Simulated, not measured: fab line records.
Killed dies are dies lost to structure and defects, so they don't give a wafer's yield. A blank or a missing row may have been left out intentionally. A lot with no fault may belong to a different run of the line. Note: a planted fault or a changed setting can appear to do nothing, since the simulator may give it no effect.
fab line records    flow n5-finfet
record lots=5  wafers=13  last-day=17
route steps=1938 shown BEOL_M0_SAQP@644 BEOL_M4@1111 PASSIVATION@1936
lots untouched by any fault: they come from a run of this same line in which no faults occurred
start-h: start of the lot's first displayed wafer, in hours after the record's first day    wait-h: hours elapsed since this lot's preceding step    " unchanged from the row above    L1.1+2: a row that stands for several wafers    - no value, or no start was given    * or withheld: withheld    < > ~ a bound
route shown NAME@n: NAME is a module with steps in the file, n the number in the route of the first one    usual: average and standard deviation across the fault-free wafers    same: alike in all rows    chamber/n: place in a boat    sites: readings site by site    _std_site: how widely they spread, as a standard deviation    _edge_site: mean of outer sites minus mean of inner sites    radius-mm: how far each site lies from the wafer's centre    mask NAME#n: copy n    behind: the most recent tool/chamber to have shaped the wafer    hold: reason for holding the lot/hours on hold/outcome of the hold    device: the n, p or np transistor that did not switch    end of line: the same wafers' tests at the end of the route    where a step has no rows: the recipe by itself    killed: dies that structure and defects cost at the first sort, which is not the same as the wafer's yield    map: shows each die of a wafer: x if killed, . if not, _ if none is there
set.NAME: the run value of the setting; set.NAME@STEP: its run value at that earlier step    model.NAME: the simulator's own value behind a step, which no gauge read
lots seen at some steps along the route; tables by step, rows by wafer
services: from which hour (start-h, from the record's first day; less than 0 if before it) a tool's chamber was out of use, for how many hours, and why
## steps
# step N5_BEOL_M0_SAQP_EBR_10
# recipe solvent=PGMEA  ebr-width-mm=1.5
# step N5_BEOL_M0_SAQP_SOFTBAKE_09
# recipe temp-c=110  time-s=60  resist=CAR-ArF
# step N5_BEOL_M0_SAQP_EXPOSE_11
# recipe mask-id=M0_CORE  na=1.35  source-shape=dipole  sigma-inner=0.538  sigma-outer=0.738  polarization=te  target-cd-nm=42  dose-mj=55
# step N5_BEOL_M0_SAQP_PEB_12
# recipe peb-temp-c=withheld  peb-time-s=60  resist=CAR-ArF
# step N5_BEOL_M0_SAQP_DEVELOP_13
# recipe develop-time-s=30  developer=TMAH  resist=CAR-ArF  dev-temp-c=23  rinse-liquid=diw  dry=air-spin
# step N5_BEOL_M0_SAQP_DESCUM_19
# recipe chemistry=O2  time-s=7.9  source-power-w=50  bias-power-w=20  pressure-mtorr=20  rf-frequency-hz=2.712e+07  temp-c=40  resist=CAR-ArF  o2-flow-sccm=225
# step N5_BEOL_M0_SAQP_ETCH_83
# recipe chemistry=CF4  target=SiARC  target-depth-a=390  mask-material=CAR-ArF  time-s=65  ion-energy-ev=80  pressure-mtorr=40  source-w=545  bias-w=36  Ar_flow_sccm=100  cf4-flow-sccm=100  ends=cleared
# step N5_BEOL_M0_SAQP_ETCH_84
# recipe chemistry=N2/H2  target=SOC  target-depth-a=1000  overetch-a=200  mask-material=SiARC  temp-c=40  time-s=150  ion-energy-ev=200  pressure-mtorr=30  source-w=840  bias-w=150  n2-flow-sccm=200  h2-flow-sccm=200
# step N5_BEOL_M0_SAQP_STRIP_80
# recipe chemistry=N2/H2  temp-c=40  n2-flow-sccm=200  h2-flow-sccm=200  rf-frequency-hz=6e+07
# step N5_BEOL_M0_SAQP_HM_OPEN_112
# recipe chemistry=CHF3/O2  target=SiO2  stop-on=a-Si  target-depth-a=120  over-etch-frac=1.25  mask-material=SOC  time-s=13.5  pressure-mtorr=30  source-w=650  bias-w=170  Ar_flow_sccm=200  CHF3_flow_sccm=50  O2_flow_sccm=5  ion-energy-ev=200  ends=end-point
# usual chamber-pressure-mTorr=30.002/0.029  drypump-motor-current-A=5.7/0.41  oes-product-au=0.50/0.054  rf-vpp-V=520/9.8  showerhead-plenum-p-Torr=2.37/0.083  throttle-valve-pct=18.71/0.22
lot.wafer  tool         chamber  start-h  wait-h  chamber-pressure-mTorr  drypump-motor-current-A  oes-product-au  rf-hours-counter-h  rf-vpp-V  showerhead-plenum-p-Torr  throttle-valve-pct  model.SOC_of_BEOL_M0_SAQP_COAT_81.thk-nm  model.SiARC_of_BEOL_M0_SAQP_COAT_82.thk-nm  model.a-Si_of_BEOL_M0_SAQP_PECVD_04.thk-nm
L899.2     rie-diel-04  3        133.46   0.0     30.016                  5.2                      0.46            192                 513       2.31                      18.76               99.6                                      4.8                                         59.4
L899.3     "            2        "        "       30.017                  6.2                      0.59            35                  528       2.47                      18.40               99.8                                      4.6                                         60.2
L899.4     "            0        "        "       29.987                  5.8                      0.46            228                 522       2.36                      19.02               99.6                                      5.2                                         60.4
L910.2     rie-diel-01  2        214.06   0.0     29.986                  5.2                      0.50            142                 528       2.32                      18.76               100.6                                     5                                           58.8
L910.3     "            1        "        "       29.945                  5.8                      0.54            83                  508       2.35                      18.58               100.2                                     5.4                                         60.2
L910.5     "            2        "        "       29.962                  5.2                      0.51            -                   528       2.32                      18.74               100.2                                     5                                           60.8
L915.3     rie-diel-04  1        228.28   0.0     29.995                  5.7                      0.49            153                 514       2.22                      18.64               94.8                                      0                                           56.4
L915.6     "            2        "        "       29.990                  6.2                      0.57            -                   528       2.46                      18.45               99.2                                      5                                           60.2
L916.2     rie-diel-04  2        242.14   0.0     30.023                  6.2                      0.55            66                  526       2.46                      18.46               100.2                                     5.2                                         59.4
L916.5     "            2        "        "       30.030                  6.2                      0.57            -                   527       2.46                      18.46               95.4                                      0                                           57.4
L916.6     "            1        "        "       30.056                  5.7                      0.49            -                   514       2.22                      18.65               100.2                                     5                                           60.6
L917.3     rie-diel-04  1        245.09   0.0     30.013                  5.7                      0.49            160                 515       2.22                      18.66               95                                        0                                           56
L917.5     "            2        "        "       29.979                  6.2                      0.56            -                   528       2.46                      18.47               94.8                                      0                                           57.8
# step N5_BEOL_M0_SAQP_STRIP_113
# recipe chemistry=CHF3/O2  resist=SiARC  rf-frequency-hz=6e+07
# step N5_BEOL_M0_SAQP_MANDREL_ETCH_20
# recipe target-depth-a=600  chemistry=HBr/Cl2  target=a-Si  stop-on=SiNx  bt-time-s=10  mask-material=SOC  over-etch-frac=0.5  time-s=30  pressure-mtorr=10  icp-w=800  bias-w=75  HBr_flow_sccm=150  Cl2_flow_sccm=80  ends=end-point
# usual chamber-pressure-mTorr=10.000/0.0089  drypump-motor-current-A=5.7/0.42  oes-product-au=0.780/0.013  throttle-valve-pct=35.5/0.35
# same bt-time-s=10
lot.wafer  tool       chamber  start-h  wait-h  chamber-pressure-mTorr  drypump-motor-current-A  oes-product-au  rf-hours-counter-h  throttle-valve-pct  model.SOC_of_BEOL_M0_SAQP_COAT_81.thk-nm  model.etch.depth-nm
L899.2     rie-si-05  2        133.54   0.0     9.994                   5.4                      0.786           51                  35.3                76.2                                      59.31
L899.3     "          3        "        "       10.021                  6.5                      0.788           29                  36.3                76.2                                      60.12
L899.4     "          0        "        "       10.005                  6.0                      0.769           194                 35.5                75.2                                      60.44
L910.2     rie-si-05  0        214.14   0.0     10.005                  6.0                      0.779           1                   35.8                76.8                                      58.82
L910.3     "          2        "        "       9.989                   5.4                      0.790           53                  35.3                77                                        60.18
L910.5     "          2        "        "       9.997                   5.4                      0.796           -                   35.3                77.2                                      60.78
L915.3     rie-si-06  3        228.36   0.0     9.998                   5.9                      0.745           165                 35.5                70.6                                      56.32
L915.6     "          0        "        "       9.999                   5.6                      0.772           -                   35.1                75.4                                      60.11
L916.2     rie-si-06  1        242.22   0.0     9.984                   5.1                      0.757           3                   35.5                76.2                                      59.4
L916.5     "          0        "        "       10.001                  5.6                      0.747           -                   35.1                71.6                                      57.4
L916.6     "          3        "        "       10.009                  5.9                      0.783           -                   35.5                76                                        60.68
L917.3     rie-si-05  3        245.17   0.0     10.002                  6.5                      0.751           31                  36.3                72                                        55.92
L917.5     "          3        "        "       10.001                  6.5                      0.766           -                   36.3                71.4                                      57.73
# step N5_BEOL_M0_SAQP_STRIP_86
# recipe chemistry=N2/H2  power-w=500  temp-c=40  pressure-mtorr=50  rf-frequency-hz=6e+07  overash-fraction=0.3  bias-power-w=28  h2-frac=0.5  n2-flow-sccm=300  h2-flow-sccm=300
# step N5_BEOL_M0_SAQP_STRIP_115
# recipe chemistry=post-etch-residue-remover  time-s=60  temp-c=25  remover-ph=withheld  remover-water-wt-pct=withheld  remover-fluoride-wt-pct=withheld
# step N5_BEOL_M0_SAQP_SRD_93
# recipe dry=ipa-marangoni  time-s=30  temp-c=23  rinse-liquid=diw
# step N5_BEOL_M0_SAQP_RECESS_114
# recipe chemistry=HF/NH3  target=SiO2  target-depth-a=144  afs-cycles=3  temp-c=30  sublimation-temp-c=180  sublimation-time-s=60
# step N5_BEOL_M0_SAQP_SPACER1_ALD_98
# recipe material=SiO2  target-thk-a=128  temp-c=300  ald-precursor-family=BDEAS  ald-co-reactant=O2-plasma  pulse-time-s=1  purge-time-s=2  co-reactant-purge-time-s=2  ald-cycles=138  pressure-torr=2
# step N5_BEOL_M0_SAQP_SPACER1_ETCHBACK_99
# recipe chemistry=CHF3/O2  mode=anisotropic-etchback  target=SiO2  target-depth-a=154  time-s=7.7  pressure-mtorr=30  source-w=650  bias-w=170  Ar_flow_sccm=200  CHF3_flow_sccm=50  O2_flow_sccm=5  ion-energy-ev=200
# usual chamber-pressure-mTorr=30.004/0.027  drypump-motor-current-A=5.7/0.41  oes-product-au=0.75/0.089  rf-vpp-V=521/11  showerhead-plenum-p-Torr=2.38/0.077  throttle-valve-pct=18.82/0.24
lot.wafer  tool         chamber  start-h  wait-h  chamber-pressure-mTorr  drypump-motor-current-A  oes-product-au  rf-hours-counter-h  rf-vpp-V  showerhead-plenum-p-Torr  throttle-valve-pct  model.a-Si_of_BEOL_M0_SAQP_PECVD_04.thk-nm
L899.2     rie-diel-04  3        134.63   0.3     30.019                  5.2                      0.70            192                 514       2.31                      18.82               58.8
L899.3     "            2        "        "       30.058                  6.2                      0.90            35                  526       2.47                      18.47               59.6
L899.4     "            0        "        "       30.010                  5.8                      0.70            228                 522       2.36                      19.07               59.8
L910.2     rie-diel-03  2        216.12   0.3     29.988                  5.1                      0.94            14                  545       2.45                      18.50               58.2
L910.3     "            3        "        "       30.015                  5.7                      0.67            247                 507       2.38                      19.08               59.6
L910.5     "            2        "        "       30.007                  5.1                      0.93            -                   547       2.45                      18.50               60.2
L915.3     rie-diel-03  3        229.57   0.3     29.985                  5.7                      0.66            252                 508       2.38                      19.07               55.8
L915.6     "            3        "        "       30.005                  5.7                      0.67            -                   506       2.38                      19.08               59.6
L916.2     rie-diel-01  1        243.31   0.3     29.987                  5.8                      0.83            93                  509       2.35                      18.67               58.8
L916.5     "            1        "        "       29.976                  5.8                      0.83            -                   510       2.35                      18.67               56.8
L916.6     "            3        "        "       30.035                  5.6                      0.74            -                   534       2.51                      18.79               60
L917.3     rie-diel-01  2        246.30   0.3     30.010                  5.2                      0.76            154                 527       2.32                      18.83               55.4
L917.5     "            1        "        "       30.012                  5.8                      0.83            -                   509       2.35                      18.67               57.2
# step N5_BEOL_M0_SAQP_MANDREL1_REMOVE_100
# recipe chemistry=HBr/Cl2/O2  bt-time-s=10  target=a-Si  stop-on=SiNx  endpoint=OES-SiCl  over-etch-frac=0.85  icp-w=600  bias-w=30  HBr_flow_sccm=150  Cl2_flow_sccm=80  O2_flow_sccm=5  pressure-mtorr=10
# step N5_BEOL_M4_RC_MEAS_101
# usual DIBL_N=36.5/1.4  DIBL_P=36.6/1.9  IOFF_N=0.167/0.029  IOFF_P=0.21/0.033  ION_N=674/12  ION_P=460/8.9  SS_N=71.6/0.57  SS_P=73.4/0.61  VT_N=249/3.3  VT_P=-250/3.3
lot.wafer  tool       chamber  start-h  wait-h  DIBL_N[mV/V]  DIBL_P[mV/V]  IOFF_N[nA/um]  IOFF_P[nA/um]  ION_N[uA/um]  ION_P[uA/um]  SS_N[mV/dec]  SS_P[mV/dec]  VT_N[mV]  VT_P[mV]
L899.2     prober-02  0        195.42   0.2     35.0          33.0          0.131          0.19           672           462           71.1          72.6          252       -250
L899.3     "          0        "        "       36.2          33.4          0.149          0.20           666           459           71.5          72.4          252       -249
L899.4     "          0        "        "       37.0          34.7          0.172          0.22           667           463           71.5          72.8          244       -248
L910.2     prober-01  0        265.89   0.2     37.2          38.0          0.184          0.21           679           464           70.9          73.5          246       -249
L910.3     "          0        "        "       39.7          39.8          0.224          0.25           676           455           72.4          74.5          248       -249
L910.5     "          0        "        "       37.9          39.0          0.195          0.22           678           460           72.5          74.1          249       -250
L915.3     prober-02  0        289.88   0.3     34.9          34.9          0.131          0.19           664           461           70.8          73.2          257       -253
L915.6     "          0        "        "       34.6          33.9          0.125          0.17           663           449           71.4          73.2          257       -255
L916.2     prober-02  0        295.33   0.2     36.9          38.4          0.195          0.26           682           473           71.7          73.6          243       -246
L916.5     "          0        "        "       34.3          34.8          0.140          0.20           667           461           70.7          73.1          251       -251
L916.6     "          0        "        "       37.8          39.7          0.221          0.30           698           475           71.8          74.1          243       -245
L917.3     prober-01  0        304.14   0.3     36.3          35.9          0.147          0.21           659           459           71.3          72.9          253       -249
L917.5     "          0        "        "       36.9          36.0          0.139          0.22           656           456           71.8          73.1          251       -251
# step N5_PASSIVATION_PROBE_49
# usual defect-limited-yield=91.2/1.6  killed_at_M0_to_M3=34/11  killed_at_M4_up=14/5.7  killed-at-contacts=14/6.6  killed-at-front-end=37/10  killed-at-other=4/3.2  killed-dies=104/19  killed-open=69/13  killed-short=33/8.7  sort_bin_5_function=5.1/1  sort_bin_6_memory=3.3/0.76  sort-n-pass=1076/19  sort-yield-pct=91.2/1.6
# same gross-dies=1180  killed-at-back-side=0  sort_bin_4_leakage[%]=0  sort_bin_8_speed[%]=0
lot.wafer  tool       chamber  start-h  wait-h  defect-limited-yield[%]  killed_at_M0_to_M3  killed_at_M4_up  killed-at-contacts  killed-at-front-end  killed-at-other  killed-dies  killed-open  killed-short  sort_bin_5_function[%]  sort_bin_6_memory[%]  sort-n-pass  sort-yield-pct[%]
L910.2     prober-01  -        366.15   0.1     94.3                     21                  3                7                   34                   2                67           43           23            2.9                     2.3                   1113         94.3
L910.3     prober-01  -        366.20   0.1     92.0                     30                  8                15                  39                   2                94           67           27            4.6                     3.1                   1086         92.0
L910.5     prober-01  -        366.30   0.2     92.4                     32                  7                11                  36                   4                90           63           26            4.5                     3.1                   1090         92.4
L917.3     prober-02  -        404.29   0.5     89.4                     40                  14               20                  49                   2                125          78           40            5.3                     4.7                   1055         89.4
# killed by level:class
L910.2 FIN_SAQP:geometric-particle:short=7 STI_FIN_REVEAL:geometric-particle:open=7 BEOL_M0_SAQP:geometric-particle:short=7 BEOL_M0_SAQP:geometric-particle:open=6 FIN_SAQP:geometric-particle:open=5 MOL_CONTACT_COAG:geometric-particle:open=5 DUMMY_GATE:geometric-particle:open=3 GATE_CUT:geometric-particle:open=3
L910.3 MOL_CONTACT_COAG:geometric-particle:open=11 STI_FIN_REVEAL:geometric-particle:open=10 BEOL_M1:geometric-particle:open=7 BEOL_M0_SAQP:geometric-particle:open=7 BEOL_M0_SAQP:geometric-particle:short=6 BEOL_M2:geometric-particle:open=6 FIN_SAQP:geometric-particle:open=5 MOL_CONTACT_COAG:geometric-particle:short=4
L910.5 MOL_CONTACT_COAG:geometric-particle:open=10 BEOL_M3:geometric-particle:open=9 FIN_SAQP:geometric-particle:open=7 BEOL_M1:geometric-particle:open=6 STI_FIN_REVEAL:geometric-particle:open=5 ILD0:geometric-particle:open=5 BEOL_M1:geometric-particle:short=5 STARTING-WAFER:geometric-particle:short=4
L917.3 MOL_CONTACT_COAG:geometric-particle:open=16 BEOL_M2:geometric-particle:open=13 FIN_SAQP:geometric-particle:short=11 GATE_CUT:geometric-particle:short=8 BEOL_M0_SAQP:geometric-particle:short=7 FIN_SAQP:geometric-particle:open=6 BEOL_M0_SAQP:geometric-particle:open=6 STI_FIN_REVEAL:geometric-particle:open=5
## services
tool         chamber  start-h  hours  kind
rie-diel-04  1        136.39   8.7    repair
rie-diel-03  2        142.38   -      clean
rie-diel-03  2        142.38   -      consumable-replace:focus-ring
rie-diel-03  2        142.38   20.4   scheduled-down
rie-diel-03  2        142.38   20.4   vent-cycle
rie-diel-01  0        144.02   -      clean
rie-diel-01  0        144.02   -      consumable-replace:focus-ring
rie-diel-01  0        144.02   16.1   scheduled-down
rie-diel-01  0        144.02   16.1   vent-cycle
rie-si-05    0        146.12   -      clean
rie-si-05    0        146.12   25.2   scheduled-down
rie-si-05    0        146.12   25.2   vent-cycle
rie-si-05    3        179.11   1.7    repair
rie-diel-01  1        186.61   6.5    repair
rie-diel-04  3        198.65   1.7    repair
rie-si-05    1        213.17   7.1    repair
rie-diel-03  1        213.86   -      clean
rie-diel-03  1        213.86   -      consumable-replace:focus-ring
rie-diel-01  1        218.33   2.2    repair
rie-diel-04  0        235.68   -      clean
rie-diel-04  0        235.68   -      consumable-replace:focus-ring
rie-diel-04  0        235.68   26.3   scheduled-down
rie-diel-04  0        235.68   26.3   vent-cycle
rie-diel-04  -        237.68   2.8    pm
## key
first-sign none at tools or gauges
model-effect step=N5_BEOL_M0_SAQP_HM_OPEN_112  value=SOC_of_BEOL_M0_SAQP_COAT_81.thk-nm  without=99.9  struck=95
model-effect step=N5_BEOL_M0_SAQP_MANDREL_ETCH_20  value=SOC_of_BEOL_M0_SAQP_COAT_81.thk-nm  without=76.35  struck=71.4
model-effect step=N5_BEOL_M0_SAQP_SPACER1_ETCHBACK_99  value=a-Si_of_BEOL_M0_SAQP_PECVD_04.thk-nm  without=59.1  struck=56.3
met-at N5_BEOL_M0_SAQP_HM_OPEN_112
struck-wafers L915.3,L916.5,L917.3,L917.5
onset-between 133.46 228.28
fault kind=process-parameter-drift  tool=rie-diel-04  chamber=-  onset-h=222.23  steps=N5_BEOL_M0_SAQP_HM_OPEN_112  channel=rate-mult  offset=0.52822  shape=step  end-h=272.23  scope=struck-wafers-only
